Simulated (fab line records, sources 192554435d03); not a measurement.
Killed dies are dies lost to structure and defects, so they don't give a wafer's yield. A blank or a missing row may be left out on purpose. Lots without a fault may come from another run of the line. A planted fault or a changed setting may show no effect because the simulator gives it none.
Which tool did it? | flow n5_finfet | 9 lots, 27 wafers sampled, at 6 steps of a route of 1938

WHAT THE GAUGES READ, wafer by wafer
N5_BEOL_M4_CD_MEAS_28: target cd 26.2 nm, target cd y 24.1 nm. Usual: cd_nm 26.16 nm, standard deviation 0.23.
lot  | measured     | on        | cd_nm (nm)        | flag
L243 | day 7 22:41  | cd_sem-01 | 26.06 25.93 26.18 |
L246 | day 8 09:30  | cd_sem-03 | 26.23 26.40 26.40 |
L247 | day 8 20:02  | cd_sem-02 | 26.25 26.40 25.93 |
L257 | day 10 23:42 | cd_sem-01 | 25.99 26.20 26.02 |
L256 | day 11 07:13 | cd_sem-03 | 26.37 26.09 26.34 |
L259 | day 11 12:08 | cd_sem-02 | 26.37 26.14 26.34 |
L261 | day 13 02:39 | cd_sem-01 | 26.54 26.58 26.35 |
L263 | day 13 05:32 | cd_sem-03 | 26.19 26.16 26.22 |
L266 | day 13 05:47 | cd_sem-02 | 26.22 25.98 26.18 |

N5_BEOL_M4_RC_MEAS_101. Usual: DIBL_N 37.0 mV/V, standard deviation 1.7; DIBL_P 36.7 mV/V, standard deviation 2; IOFF_N 0.17 nA/um, standard deviation 0.035; IOFF_P 0.22 nA/um, standard deviation 0.035; ION_N 672 uA/um, standard deviation 12; ION_P 461 uA/um, standard deviation 7.5; SS_N 71.6 mV/dec, standard deviation 0.67; SS_P 73.4 mV/dec, standard deviation 0.64; VT_N 250 mV, standard deviation 3.5; VT_P -250 mV, standard deviation 3.5.
lot  | measured     | on        | DIBL_N (mV/V)  | DIBL_P (mV/V)  | IOFF_N (nA/um) | IOFF_P (nA/um) | ION_N (uA/um) | ION_P (uA/um) | SS_N (mV/dec)  | SS_P (mV/dec)  | VT_N (mV)   | VT_P (mV)      | flag
L243 | day 8 08:34  | prober-02 | 36.8 35.5 33.7 | 36.0 35.4 33.5 | 0.16 0.14 0.11 | 0.18 0.17 0.16 | 672 655 663   | 459 448 460   | 72.2 71.2 70.5 | 72.7 72.9 72.3 | 250 249 255 | -252 -255 -254 |
L246 | day 8 19:19  | prober-02 | 37.0 37.2 36.3 | 36.5 36.3 36.4 | 0.17 0.19 0.18 | 0.25 0.25 0.25 | 665 675 685   | 462 467 473   | 71.7 72.0 71.3 | 73.2 73.1 73.8 | 249 245 244 | -244 -246 -247 |
L247 | day 9 00:58  | prober-01 | 37.8 36.9 35.3 | 36.6 35.6 33.9 | 0.17 0.15 0.12 | 0.21 0.19 0.18 | 675 657 650   | 459 451 447   | 71.3 71.4 70.9 | 73.5 73.4 72.8 | 247 247 252 | -249 -249 -250 |
L257 | day 11 07:40 | prober-02 | 34.9 34.1 34.5 | 35.6 33.8 35.1 | 0.14 0.11 0.13 | 0.21 0.17 0.20 | 669 648 661   | 461 449 462   | 70.5 70.7 70.4 | 73.5 73.0 73.3 | 251 256 252 | -250 -253 -249 |
L256 | day 11 13:06 | prober-01 | 34.3 31.9 33.6 | 34.0 31.3 33.3 | 0.12 0.09 0.11 | 0.17 0.13 0.16 | 666 649 664   | 456 452 456   | 70.6 69.8 70.4 | 72.4 71.8 72.3 | 254 256 254 | -257 -259 -257 |
L259 | day 11 17:05 | prober-02 | 36.5 37.1 41.1 | 36.5 36.3 40.7 | 0.17 0.16 0.27 | 0.24 0.23 0.32 | 683 679 688   | 469 467 470   | 71.2 70.8 72.2 | 73.5 72.1 74.2 | 249 248 241 | -243 -248 -242 |
L261 | day 13 09:46 | prober-02 | 39.9 38.7 39.5 | 39.9 39.0 38.5 | 0.24 0.21 0.21 | 0.27 0.25 0.24 | 683 677 681   | 455 454 461   | 72.4 71.9 71.9 | 74.1 74.2 73.4 | 244 246 247 | -247 -249 -253 |
L263 | day 13 12:13 | prober-01 | 36.6 36.6 37.1 | 36.0 35.7 36.4 | 0.14 0.15 0.16 | 0.21 0.21 0.21 | 662 669 672   | 460 464 461   | 72.5 71.4 71.9 | 72.9 73.2 73.1 | 251 253 251 | -250 -249 -250 |
L266 | day 13 12:05 | prober-02 | 37.0 35.9 39.1 | 35.8 34.6 38.2 | 0.15 0.13 0.19 | 0.21 0.19 0.25 | 680 658 690   | 467 460 470   | 71.1 70.7 72.1 | 73.7 72.8 73.5 | 250 251 246 | -247 -250 -248 |

WHICH TOOL RAN EACH LOT (tool, then ch and the chambers of the sampled wafers, then the start)
lot  | N5_BEOL_M3_ANNEAL_95         | N5_BEOL_M4_DESCUM_16               | N5_BEOL_M4_COAT_68                | N5_BEOL_M4_ETCH_69
L243 | pvd_sputter-02, day 7 17:47  | rie_diel-03 ch 0,1,2, day 7 21:46  | litho_track-04 ch 0, day 7 22:16  | rie_diel-05 ch 0,1, day 7 23:00
L246 | pvd_sputter-01, day 8 04:34  | rie_diel-03 ch 2,3, day 8 08:45    | litho_track-01 ch 0, day 8 09:13  | rie_diel-05 ch 1,2,3, day 8 09:40
L247 | pvd_sputter-03, day 8 13:01  | rie_diel-01 ch 0,3, day 8 19:10    | litho_track-01 ch 0, day 8 19:46  | rie_diel-03 ch 1,2,3, day 8 20:13
L257 | pvd_sputter-01, day 10 20:32 | rie_diel-05 ch 0,1,3, day 10 22:57 | litho_track-01 ch 0, day 10 23:25 | rie_diel-05 ch 0,1,2, day 10 23:52
L256 | pvd_sputter-01, day 11 02:05 | rie_diel-01 ch 0,2, day 11 06:28   | litho_track-01 ch 0, day 11 06:56 | rie_diel-03 ch 0,1, day 11 07:35
L259 | pvd_sputter-03, day 11 08:49 | rie_diel-03 ch 1,2,3, day 11 11:13 | litho_track-01 ch 0, day 11 11:43 | rie_diel-05 ch 0,1,3, day 11 12:29
L261 | pvd_sputter-01, day 12 22:59 | rie_diel-01 ch 0,1,2, day 13 01:51 | litho_track-04 ch 0, day 13 02:22 | rie_diel-03 ch 0,1,3, day 13 02:50
L263 | pvd_sputter-03, day 13 00:47 | rie_diel-05 ch 0,3, day 13 04:46   | litho_track-05 ch 0, day 13 05:15 | rie_diel-03 ch 0,1,2, day 13 05:42
L266 | pvd_sputter-02, day 13 02:20 | rie_diel-03 ch 1,2, day 13 04:53   | litho_track-04 ch 0, day 13 05:23 | rie_diel-05 ch 0,2, day 13 05:59
- N5_BEOL_M3_ANNEAL_95: time 240 s.
- N5_BEOL_M4_DESCUM_16: chemistry O2, time 7 s.
- N5_BEOL_M4_COAT_68: time 60 s, resist thk 12 nm.
- N5_BEOL_M4_ETCH_69: etches SiARC in CF4, target depth 15.6 nm, time 26 s.

WHAT THE TOOLS THEMSELVES READ (means of the sampled wafers that have a number; where no wafer has one, the mark that the record gives instead)
N5_BEOL_M3_ANNEAL_95. Usual: heater_power_w 868 W, standard deviation 67.
lot  | tool           | heater_power_w (W) | flag
L243 | pvd_sputter-02 | 866                |
L246 | pvd_sputter-01 | 880                |
L247 | pvd_sputter-03 | 810                |
L257 | pvd_sputter-01 | 894                |
L256 | pvd_sputter-01 | 900                |
L259 | pvd_sputter-03 | 839                |
L261 | pvd_sputter-01 | 896                |
L263 | pvd_sputter-03 | 886                |
L266 | pvd_sputter-02 | 835                |

N5_BEOL_M4_DESCUM_16. Usual: drypump_motor_current_A 5.7 A, standard deviation 0.44; oes_product_au 0.79 a.u., standard deviation 0.098; rf_vpp_V 244.0 V, standard deviation 1.1; showerhead_plenum_p_Torr 2.15 Torr, standard deviation 0.038; throttle_valve_pct 20.34 %, standard deviation 0.15.
lot  | tool        | drypump_motor_current_A (A) | oes_product_au (a.u.) | rf_vpp_V (V) | showerhead_plenum_p_Torr (Torr) | throttle_valve_pct (%) | flag
L243 | rie_diel-03 | 5.5                         | 0.82                  | 244.4        | 2.18                            | 20.33                  |
L246 | rie_diel-03 | 5.2                         | 0.69                  | 244.3        | 2.16                            | 20.39                  |
L247 | rie_diel-01 | 6.3                         | 0.73                  | 243.7        | 2.15                            | 20.29                  |
L257 | rie_diel-05 | 5.7                         | 0.81                  | 243.8        | 2.10                            | 20.24                  |
L256 | rie_diel-01 | 5.6                         | 0.84                  | 244.8        | 2.16                            | 20.53                  |
L259 | rie_diel-03 | 5.3                         | 0.73                  | 244.4        | 2.15                            | 20.43                  |
L261 | rie_diel-01 | 5.7                         | 0.77                  | 243.6        | 2.16                            | 20.49                  |
L263 | rie_diel-05 | 6.0                         | 0.84                  | 242.6        | 2.08                            | 20.37                  |
L266 | rie_diel-03 | 5.3                         | 0.86                  | 243.6        | 2.14                            | 20.33                  |

N5_BEOL_M4_COAT_68. Usual: dispense_pressure_kPa 47.5 kPa, standard deviation 1.3; spin_speed_rpm 1499.8 rpm, standard deviation 0.96.
lot  | tool           | dispense_pressure_kPa (kPa) | spin_speed_rpm (rpm) | flag
L243 | litho_track-04 | 48.1                        | 1499.5               |
L246 | litho_track-01 | 46.1                        | 1499.5               |
L247 | litho_track-01 | 46.1                        | 1499.4               |
L257 | litho_track-01 | 46.1                        | 1657.7               | OFF
L256 | litho_track-01 | 46.1                        | 1657.6               | OFF
L259 | litho_track-01 | 46.2                        | 1656.3               | OFF
L261 | litho_track-04 | 48.1                        | 1499.7               |
L263 | litho_track-05 | 49.3                        | 1500.2               |
L266 | litho_track-04 | 48.1                        | 1500.5               |

N5_BEOL_M4_ETCH_69. Usual: bias_w 36.00 W, standard deviation 0.12; drypump_motor_current_A 5.7 A, standard deviation 0.43; etch_rf_on_time_s 26.3 s, standard deviation 0.53; oes_product_au 0.66 a.u., standard deviation 0.079; rf_vpp_V 184.7 V, standard deviation 0.97; showerhead_plenum_p_Torr 2.19 Torr, standard deviation 0.042; throttle_valve_pct 15.56 %, standard deviation 0.16.
lot  | tool        | bias_w (W) | drypump_motor_current_A (A) | etch_rf_on_time_s (s) | oes_product_au (a.u.) | rf_vpp_V (V) | showerhead_plenum_p_Torr (Torr) | throttle_valve_pct (%) | flag
L243 | rie_diel-05 | 36.11      | 5.5                         | 25.8                  | 0.64                  | 183.7        | 2.15                            | 15.29                  |
L246 | rie_diel-05 | 35.90      | 5.6                         | 26.3                  | 0.61                  | 184.5        | 2.15                            | 15.70                  |
L247 | rie_diel-03 | 35.91      | 5.3                         | 26.5                  | 0.63                  | 184.9        | 2.19                            | 15.55                  |
L257 | rie_diel-05 | 35.85      | 5.8                         | 24.5                  | 0.68                  | 184.1        | 2.17                            | 15.40                  | OFF
L256 | rie_diel-03 | 36.09      | 5.5                         | 25.4                  | 0.71                  | 184.9        | 2.21                            | 15.56                  |
L259 | rie_diel-05 | 35.97      | 5.8                         | 24.4                  | 0.69                  | 184.2        | 2.14                            | 15.41                  | OFF
L261 | rie_diel-03 | 35.98      | 5.5                         | 26.7                  | 0.66                  | 184.3        | 2.21                            | 15.61                  |
L263 | rie_diel-03 | 36.04      | 5.5                         | 26.2                  | 0.73                  | 184.6        | 2.21                            | 15.40                  |
L266 | rie_diel-05 | 36.07      | 6.3                         | 26.4                  | 0.64                  | 184.0        | 2.19                            | 15.49                  |

THE ANSWER, worked out from the rows above alone
Rule: a lot is off if the mean of its wafers that have a number lies more than 3 standard deviations from the usual mean. A lot without any number at a reading at which 4 lots or more have one is off too. The other lots that the step has rows for count as sound. The gauges are gone through in route order, then the tools' own readings, and for those a lot's mean is taken as printed above. The first step at which some lot is off is used, and at that step the reading that is off furthest; a lot without a number counts as furthest.
Off: L257, L256, L259, at N5_BEOL_M4_COAT_68 (spin_speed_rpm).
A tool fits if, at that step or a process step before it, it ran every lot that is off, and no sound lot after the first of them. One fits: litho_track-01 at N5_BEOL_M4_COAT_68. Its last sound lot is L247 (day 8 19:46), its first lot that is off L257 (day 10 23:25): a fault that began between those two fits.
The tool's own readings at N5_BEOL_M4_COAT_68 bear it out: on the lots that are off they differ by more than 5 times the standard deviation of the sound lots' means. spin_speed_rpm reads 1657.2 rpm there against 1499.8 rpm on the sound lots.

WHAT THE SIMULATOR HAD PUT IN
Process parameter drift: litho_track-01, from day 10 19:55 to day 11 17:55, at N5_BEOL_M4_COAT_68. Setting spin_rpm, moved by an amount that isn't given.
Lots struck among those shown: L257, L256, L259. The rule above found the same.
